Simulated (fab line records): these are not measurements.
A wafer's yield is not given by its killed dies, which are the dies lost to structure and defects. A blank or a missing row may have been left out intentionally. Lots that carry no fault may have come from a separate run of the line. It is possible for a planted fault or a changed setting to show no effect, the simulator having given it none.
What tool caused it? :: flow nand_harc :: 18 wafers from 6 lots sampled at 6 of the route's 1159 steps

== WHAT THE GAUGES SHOWED, per wafer ==
NHARC_END_SORT_01.
lot :: measured :: on :: killed_at_array

== WHICH TOOL RAN EACH LOT (tool, then ch and the chambers of the sampled wafers, then the start) ==
lot: L732
NHARC_A_STAIRCASE_ETCH_201: rie_diel-13 ch 1,3, day 11 15:23
NHARC_A_STAIRCASE_DEP_151: pecvd-03 ch 0,1, day 13 00:41
NHARC_A_STAIRCASE_CMP_450: cmp-01 ch 0,1, day 14 03:23
NHARC_A_STAIRCASE_CMP_472: cmp-01 ch 1,2, day 14 04:52
NHARC_A_SGD_CUT_DEP_00: pecvd-02 ch 0,1, day 14 05:17

lot: L736
NHARC_A_STAIRCASE_ETCH_201: rie_diel-03 ch 0,1,3, day 12 00:44
NHARC_A_STAIRCASE_DEP_151: pecvd-03 ch 0,1,2, day 13 17:11
NHARC_A_STAIRCASE_CMP_450: cmp-03 ch 0,1,2, day 14 22:27
NHARC_A_STAIRCASE_CMP_472: cmp-03 ch 0,1,3, day 15 00:05
NHARC_A_SGD_CUT_DEP_00: pecvd-04 ch 0,1, day 15 00:51

lot: L742
NHARC_A_STAIRCASE_ETCH_201: rie_diel-06 ch 0,1,2, day 14 03:19
NHARC_A_STAIRCASE_DEP_151: pecvd-02 ch 0,1, day 15 14:41
NHARC_A_STAIRCASE_CMP_450: cmp-02 ch 0,1,3, day 16 18:21
NHARC_A_STAIRCASE_CMP_472: cmp-01 ch 0,1,3, day 16 19:48
NHARC_A_SGD_CUT_DEP_00: pecvd-01 ch 0,1,2, day 16 20:16

lot: L745
NHARC_A_STAIRCASE_ETCH_201: rie_diel-06 ch 1,2,3, day 14 23:25
NHARC_A_STAIRCASE_DEP_151: pecvd-03 ch 0,1,2, day 16 10:08
NHARC_A_STAIRCASE_CMP_450: cmp-01 ch 0,1,2, day 17 17:30
NHARC_A_STAIRCASE_CMP_472: cmp-01 ch 0,2, day 17 18:59
NHARC_A_SGD_CUT_DEP_00: pecvd-04 ch 1,2, day 17 19:22

lot: L748
NHARC_A_STAIRCASE_ETCH_201: rie_diel-13 ch 0,2, day 15 11:49
NHARC_A_STAIRCASE_DEP_151: pecvd-03 ch 1,2, day 16 21:53
NHARC_A_STAIRCASE_CMP_450: cmp-01 ch 0,2,3, day 18 05:14
NHARC_A_STAIRCASE_CMP_472: cmp-02 ch 0,2, day 18 06:43
NHARC_A_SGD_CUT_DEP_00: pecvd-01 ch 0,1,2, day 18 07:10

lot: L752
NHARC_A_STAIRCASE_ETCH_201: rie_diel-06 ch 1,2,3, day 16 09:44
NHARC_A_STAIRCASE_DEP_151: pecvd-03 ch 0,1,2, day 17 21:28
NHARC_A_STAIRCASE_CMP_450: cmp-02 ch 0,1,2, day 19 01:34
NHARC_A_STAIRCASE_CMP_472: cmp-01 ch 0,1,3, day 19 03:07
NHARC_A_SGD_CUT_DEP_00: pecvd-01 ch 0,2, day 19 03:29
- NHARC_A_STAIRCASE_ETCH_201: etches the open film in C4F8/O2, target depth 100 nm, time 40.5 s.
- NHARC_A_STAIRCASE_DEP_151: deposits SiO2, target thk 3800 nm.
- NHARC_A_STAIRCASE_CMP_450: polishes SiO2, target thk 200 nm.
- NHARC_A_STAIRCASE_CMP_472: polishes SiO2.
- NHARC_A_SGD_CUT_DEP_00: deposits SiNx, target thk 50 nm.

== THE ANSWER, worked out from the rows above alone ==
Rule: the usual values come from the lots themselves. Put in order of their means at a reading, lots are off if they are a third of the lots or fewer, leave a main group of 4 or more, and stand apart from it by a gap of 3 or more times the standard deviation of the main group's means; of several such gaps the widest counts. The tables above print the reading to a certain number of digits; a main group whose means all agree to those digits is not used. A lot without any number at a reading at which 4 lots or more have one is off too. Where the step has rows for the other lots, those lots are counted as sound.
No lot is off at any reading shown: from this, nothing can be told.

== WHAT WAS PUT IN BY THE SIMULATOR ==
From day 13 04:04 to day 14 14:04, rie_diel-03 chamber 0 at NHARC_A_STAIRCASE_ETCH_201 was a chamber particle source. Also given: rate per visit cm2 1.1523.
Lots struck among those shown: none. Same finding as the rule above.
